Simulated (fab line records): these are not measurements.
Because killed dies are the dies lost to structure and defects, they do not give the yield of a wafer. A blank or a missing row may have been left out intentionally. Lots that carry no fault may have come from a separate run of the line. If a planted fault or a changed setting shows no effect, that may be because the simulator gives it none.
The tool behind it: which one? ; flow nandHarc ; Sampling: 24 lots, 72 wafers, 6 of 1302 route steps

== WHAT EACH GAUGE READ, for each wafer ==
Not one reading of a measure or inspect step in the record can be checked against a usual standard deviation.

== WHICH TOOL RAN EACH LOT (tool, then ch and the chambers of the sampled wafers, then the start) ==
lot;NHARC_A_CONTACT_ETCH_77;NHARC_A_CONTACT_ETCH_126;NHARC_A_CONTACT_ETCH_129;NHARC_A_CONTACT_STRIP_82;NHARC_A_CONTACT_DEP_85;NHARC_A_CONTACT_ETCH_31
L074;rieDiel-07 ch 1,2, day 22 17:55 or earlier;harCapEtch-03 ch 0,1, day 22 17:55;harCapEtch-03 ch 0,1, day 22 18:26;rieDiel-07 ch 0,1,3, day 23 01:33 or earlier;pecvd-01 ch 0,1,2, day 23 01:33;rieDiel-07 ch 0,1,3, no start
L075;rieDiel-04 ch 2,3, day 22 18:04 or earlier;harCapEtch-02 ch 0,1, day 22 18:04;harCapEtch-02 ch 0,1, day 22 18:37;rieDiel-07 ch 0,1, day 23 03:13 or earlier;pecvd-02 ch 1,2, day 23 03:13;rieDiel-13 ch 1,3, no start
L077;rieDiel-07 ch 0,1,2, day 23 01:35 or earlier;harCapEtch-01 ch 1, day 23 01:35;harCapEtch-01 ch 1, day 23 02:07;rieDiel-13 ch 0,1, day 23 08:30 or earlier;pecvd-03 ch 0,1,2, day 23 08:30;rieDiel-07 ch 0,1,2, no start
L076;rieDiel-07 ch 2,3, day 23 10:17 or earlier;harCapEtch-02 ch 0,1, day 23 10:17;harCapEtch-02 ch 0,1, day 23 10:49;rieDiel-07 ch 0,1,3, day 23 15:38 or earlier;pecvd-02 ch 0,1,2, day 23 15:38;rieDiel-07 ch 2,3, no start
L078;rieDiel-13 ch 0,1,3, day 23 11:12 or earlier;harCapEtch-03 ch 0,1, day 23 11:12;harCapEtch-03 ch 0,1, day 23 11:54;rieDiel-07 ch 0,1,3, day 23 16:40 or earlier;pecvd-02 ch 1,2, day 23 16:40;rieDiel-13 ch 0,2,3, no start
L079;rieDiel-07 ch 1,2,3, day 23 13:27 or earlier;harCapEtch-02 ch 0,1, day 23 13:27;harCapEtch-02 ch 0,1, day 23 14:10;rieDiel-13 ch 1,2,3, day 23 19:28 or earlier;pecvd-03 ch 0,1,2, day 23 19:28;rieDiel-13 ch 1,2,3, no start
L081;rieDiel-07 ch 0,2,3, day 24 16:40 or earlier;harCapEtch-02 ch 0,1, day 24 16:40;harCapEtch-02 ch 0,1, day 24 17:11;rieDiel-07 ch 0,1,3, day 24 21:33 or earlier;pecvd-02 ch 1,2, day 24 21:33;rieDiel-07 ch 0,1,2, no start
L080;rieDiel-04 ch 0,3, day 24 20:01 or earlier;harCapEtch-01 ch 1, day 24 20:01;harCapEtch-01 ch 1, day 24 20:32;rieDiel-04 ch 0,1,2, day 25 00:56 or earlier;pecvd-01 ch 0,1,2, day 25 00:56;rieDiel-13 ch 1,2, no start
L082;rieDiel-13 ch 0,2,3, day 25 06:51 or earlier;harCapEtch-02 ch 0,1, day 25 06:51;harCapEtch-02 ch 0,1, day 25 07:23;rieDiel-07 ch 0,2,3, day 25 11:51 or earlier;pecvd-02 ch 0,1, day 25 11:51;rieDiel-07 ch 0,1,3, no start
L083;rieDiel-04 ch 1,3, day 25 07:19 or earlier;harCapEtch-01 ch 0,1, day 25 07:19;harCapEtch-01 ch 0,1, day 25 07:51;rieDiel-07 ch 0,3, day 25 13:31 or earlier;pecvd-01 ch 0,1, day 25 13:31;rieDiel-04 ch 2,3, no start
L084;rieDiel-07 ch 0,1,3, day 26 03:42 or earlier;harCapEtch-02 ch 0,1, day 26 03:42;harCapEtch-02 ch 0,1, day 26 04:14;rieDiel-07 ch 0,3, day 26 11:34 or earlier;pecvd-01 ch 0,2, day 26 11:34;rieDiel-07 ch 1,2, no start
L085;rieDiel-07 ch 2,3, day 26 09:04 or earlier;harCapEtch-03 ch 1, day 26 09:04;harCapEtch-03 ch 1, day 26 09:35;rieDiel-13 ch 2,3, day 26 17:44 or earlier;pecvd-01 ch 1,2, day 26 17:44;rieDiel-07 ch 0,1,3, no start
L086;rieDiel-07 ch 0,2, day 26 11:11 or earlier;harCapEtch-01 ch 0,1, day 26 11:11;harCapEtch-01 ch 0,1, day 26 11:43;rieDiel-13 ch 0,3, day 26 19:27 or earlier;pecvd-02 ch 0,1, day 26 19:27;rieDiel-04 ch 1,2, no start
L089;rieDiel-07 ch 0,3, day 27 12:35 or earlier;harCapEtch-02 ch 0,1, day 27 12:35;harCapEtch-02 ch 0,1, day 27 13:07;rieDiel-07 ch 0,1,2, day 27 19:01 or earlier;pecvd-01 ch 1,2, day 27 19:01;rieDiel-04 ch 1,2,3, no start
L088;rieDiel-04 ch 1,2,3, day 27 13:17 or earlier;harCapEtch-03 ch 0,1, day 27 13:17;harCapEtch-03 ch 0,1, day 27 13:59;rieDiel-07 ch 0,1, day 27 20:10 or earlier;pecvd-03 ch 1,2, day 27 20:10;rieDiel-13 ch 1,2, no start
L087;rieDiel-04 ch 0,1,2, day 27 16:46 or earlier;harCapEtch-01 ch 0,1, day 27 16:46;harCapEtch-01 ch 0,1, day 27 17:18;rieDiel-07 ch 2,3, day 27 21:55 or earlier;pecvd-03 ch 0,1,2, day 27 21:55;rieDiel-07 ch 1,3, no start
L092;rieDiel-13 ch 1,3, day 28 18:24 or earlier;harCapEtch-02 ch 0,1, day 28 18:24;harCapEtch-02 ch 0,1, day 28 18:56;rieDiel-04 ch 1,2, day 29 04:11 or earlier;pecvd-02 ch 0,1,2, day 29 04:11;rieDiel-07 ch 0,1,2, no start
L091;rieDiel-07 ch 0,2,3, day 28 21:47 or earlier;harCapEtch-03 ch 0,1, day 28 21:47;harCapEtch-03 ch 0,1, day 28 22:29;rieDiel-07 ch 0,1,3, day 29 07:52 or earlier;pecvd-03 ch 0,2, day 29 07:52;rieDiel-07 ch 1,3, no start
L090;rieDiel-13 ch 0,2, day 28 21:55 or earlier;harCapEtch-01 ch 0,1, day 28 21:55;harCapEtch-01 ch 0,1, day 28 22:26;rieDiel-04 ch 0,2,3, day 29 07:06 or earlier;pecvd-03 ch 0,1, day 29 07:06;rieDiel-13 ch 1,3, no start
L093;rieDiel-07 ch 0,1,3, day 30 00:19 or earlier;harCapEtch-03 ch 0,1, day 30 00:19;harCapEtch-03 ch 0,1, day 30 00:50;rieDiel-07 ch 0,1,2, day 30 05:14 or earlier;pecvd-02 ch 0,2, day 30 05:14;rieDiel-04 ch 0,1,3, no start
L094;rieDiel-07 ch 1,3, day 30 07:17 or earlier;harCapEtch-02 ch 0,1, day 30 07:17;harCapEtch-02 ch 0,1, day 30 07:50;rieDiel-07 ch 0,1,3, day 30 12:56 or earlier;pecvd-02 ch 0,2, day 30 12:56;rieDiel-07 ch 0,1,3, no start
L096;rieDiel-07 ch 2,3, day 31 03:18 or earlier;harCapEtch-03 ch 0, day 31 03:18;harCapEtch-03 ch 0, day 31 03:50;rieDiel-13 ch 0,1,2, day 31 08:12 or earlier;pecvd-02 ch 0,2, day 31 08:12;rieDiel-13 ch 1,3, no start
L095;rieDiel-13 ch 0,2,3, day 31 04:43 or earlier;harCapEtch-01 ch 0,1, day 31 04:43;harCapEtch-01 ch 0,1, day 31 05:15;rieDiel-04 ch 1,2,3, day 31 11:53 or earlier;pecvd-02 ch 0,1,2, day 31 11:53;rieDiel-07 ch 1,2,3, no start
L097;rieDiel-07 ch 1,2,3, day 31 16:02 or earlier;harCapEtch-03 ch 0,1, day 31 16:02;harCapEtch-03 ch 0,1, day 31 16:34;rieDiel-04 ch 0,2,3, day 32 00:20 or earlier;pecvd-03 ch 0,1,2, day 32 00:20;rieDiel-07 ch 0,2,3, no start
- NHARC_A_CONTACT_ETCH_77: etches the open film in CF4/CHF3, target depth 108.9 nm, time 54.5 s.
- NHARC_A_CONTACT_ETCH_126: etches the open film in C4F8/O2/Ar, time 197 s, target depth 1918 nm.
- NHARC_A_CONTACT_ETCH_129: etches the open film in C4F8/O2/Ar, time 197 s, target depth 1918 nm.
- NHARC_A_CONTACT_STRIP_82: strips in O2.
- NHARC_A_CONTACT_DEP_85: deposits SiON, target thk 60 nm.
- NHARC_A_CONTACT_ETCH_31: etches the open film in O2/COS, target depth 2800 nm, time 728 s.

== AS READ BY THE TOOLS THEMSELVES (means over the sampled wafers that have a number; for cases with no such wafer, the mark the record gives instead) ==
NHARC_A_CONTACT_ETCH_77.
lot;tool;drypumpMotorCurrentA (A);oesProductAu (a.u.);rfVppV (V);showerheadPlenumPTorr (Torr);throttleValvePct (%)
L074;rieDiel-07;5.7;0.936;368.6;1.50;16.795
L075;rieDiel-04;6.2;0.927;372.2;1.62;16.794
L077;rieDiel-07;5.3;0.961;370.0;1.56;16.790
L076;rieDiel-07;5.2;0.929;370.9;1.56;16.798
L078;rieDiel-13;6.1;0.924;370.1;1.53;16.804
L079;rieDiel-07;5.4;0.942;369.4;1.53;16.801
L081;rieDiel-07;5.1;0.936;370.3;1.59;16.797
L080;rieDiel-04;5.3;0.928;371.2;1.59;16.803
L082;rieDiel-13;5.9;0.929;368.6;1.51;16.809
L083;rieDiel-04;5.2;0.953;370.1;1.54;16.795
L084;rieDiel-07;5.2;0.923;369.8;1.54;16.798
L085;rieDiel-07;5.3;0.934;371.3;1.56;16.808
L086;rieDiel-07;5.2;0.933;371.7;1.59;16.804
L089;rieDiel-07;4.9;0.924;370.0;1.58;16.795
L088;rieDiel-04;5.7;0.928;370.1;1.57;16.808
L087;rieDiel-04;5.3;0.932;371.5;1.60;16.811
L092;rieDiel-13;6.3;0.926;369.7;1.55;16.804
L091;rieDiel-07;5.1;0.980;370.8;1.58;16.801
L090;rieDiel-13;5.3;0.933;366.5;1.47;16.808
L093;rieDiel-07;5.2;0.970;372.2;1.63;16.807
L094;rieDiel-07;5.3;0.934;371.7;1.60;16.786
L096;rieDiel-07;5.3;0.928;370.5;1.56;16.805
L095;rieDiel-13;5.9;0.984;368.5;1.50;16.817
L097;rieDiel-07;5.4;0.928;372.0;1.60;16.805

NHARC_A_CONTACT_STRIP_82.
lot;tool;drypumpMotorCurrentA (A);oesProductAu (a.u.);rfVppV (V);showerheadPlenumPTorr (Torr);throttleValvePct (%)
L074;rieDiel-07;5.2;0.999;57.8;3.48;17.041
L075;rieDiel-07;5.1;1.000;57.2;3.54;17.047
L077;rieDiel-13;5.8;1.015;57.5;3.39;17.043
L076;rieDiel-07;5.3;1.014;57.6;3.47;17.037
L078;rieDiel-07;5.2;1.012;58.2;3.47;17.039
L079;rieDiel-13;5.8;1.010;57.3;3.43;17.037
L081;rieDiel-07;5.2;1.008;57.9;3.47;17.045
L080;rieDiel-04;5.3;1.004;57.5;3.60;17.041
L082;rieDiel-07;5.1;1.000;57.3;3.56;17.030
L083;rieDiel-07;5.0;0.993;58.0;3.55;17.032
L084;rieDiel-07;5.0;0.996;57.7;3.54;17.029
L085;rieDiel-13;6.1;1.005;58.6;3.42;17.031
L086;rieDiel-13;6.4;1.002;57.6;3.43;17.038
L089;rieDiel-07;5.3;1.005;57.5;3.48;17.041
L088;rieDiel-07;5.5;1.004;57.2;3.39;17.035
L087;rieDiel-07;5.2;0.990;57.8;3.49;17.035
L092;rieDiel-04;5.3;1.007;58.1;3.52;17.041
L091;rieDiel-07;5.2;1.004;57.6;3.65;17.033
L090;rieDiel-04;5.7;1.006;58.1;3.58;17.041
L093;rieDiel-07;5.3;1.004;58.9;3.65;17.035
L094;rieDiel-07;5.2;1.004;58.8;3.64;17.040
L096;rieDiel-13;5.6;1.003;57.7;3.35;17.030
L095;rieDiel-04;5.7;0.999;57.5;3.51;17.023
L097;rieDiel-04;5.7;0.993;57.6;3.57;17.040

NHARC_A_CONTACT_DEP_85.
lot;tool;heaterPowerW (W)
L074;pecvd-01;834
L075;pecvd-02;795
L077;pecvd-03;700
L076;pecvd-02;801
L078;pecvd-02;835
L079;pecvd-03;691
L081;pecvd-02;813
L080;pecvd-01;869
L082;pecvd-02;831
L083;pecvd-01;763
L084;pecvd-01;806
L085;pecvd-01;926
L086;pecvd-02;778
L089;pecvd-01;906
L088;pecvd-03;695
L087;pecvd-03;734
L092;pecvd-02;745
L091;pecvd-03;752
L090;pecvd-03;621
L093;pecvd-02;761
L094;pecvd-02;708
L096;pecvd-02;706
L095;pecvd-02;778
L097;pecvd-03;668

NHARC_A_CONTACT_ETCH_31.
lot;tool;drypumpMotorCurrentA (A);oesProductAu (a.u.);rfVppV (V);showerheadPlenumPTorr (Torr);throttleValvePct (%)
L074;rieDiel-07;5.2;1.012;313.8;3.08;28.330
L075;rieDiel-13;6.3;1.002;314.0;3.09;28.325
L077;rieDiel-07;5.3;1.010;313.7;3.08;28.339
L076;rieDiel-07;5.3;1.010;313.7;3.10;28.329
L078;rieDiel-13;5.9;1.008;312.8;2.99;28.330
L079;rieDiel-13;5.8;1.007;312.5;3.03;28.327
L081;rieDiel-07;5.3;1.013;313.9;3.08;28.333
L080;rieDiel-13;5.5;1.012;312.3;3.02;28.337
L082;rieDiel-07;5.2;1.008;313.3;3.07;28.325
L083;rieDiel-04;6.2;1.008;315.6;3.20;28.327
L084;rieDiel-07;5.6;1.011;311.2;2.96;28.329
L085;rieDiel-07;5.2;1.001;313.7;3.07;28.323
L086;rieDiel-04;5.8;1.008;315.1;3.20;28.336
L089;rieDiel-04;5.7;1.010;314.5;3.12;28.326
L088;rieDiel-13;5.5;1.012;313.3;3.01;28.330
L087;rieDiel-07;5.3;0.992;311.9;3.01;28.333
L092;rieDiel-07;5.3;1.005;315.8;3.24;28.327
L091;rieDiel-07;5.3;1.007;313.9;3.18;28.327
L090;rieDiel-13;6.3;0.996;313.1;3.06;28.325
L093;rieDiel-04;5.2;1.004;313.9;3.09;28.326
L094;rieDiel-07;5.2;1.008;315.5;3.22;28.330
L096;rieDiel-13;6.3;1.014;313.2;3.06;28.341
L095;rieDiel-07;5.4;0.999;314.0;3.18;28.323
L097;rieDiel-07;5.1;1.003;314.2;3.13;28.329

== THE ANSWER, worked out from the rows above alone ==
Rule: usual is defined by the lots themselves. Put in order of their means at a reading, lots are off if they are a third of the lots or fewer, leave a main group of 4 or more, and stand apart from it by a gap of 3 or more times the standard deviation of the main group's means; of several such gaps the widest counts. If all means in a main group match to the digits the tables above print for the reading, that group is not used. Also off: a lot with no number at a reading for which 4 or more lots have one. Where the step has rows for the other lots, those lots are counted as sound. Order of review: gauges by route order, followed by the tools' own readings, for which a lot's mean as printed above is used. The first step at which some lot is off is used, and at that step the reading that is off furthest; a lot without a number counts as furthest.
No lot is off at any reading shown: from this, nothing can be told.

== WHAT THE SIMULATOR PUT IN ==
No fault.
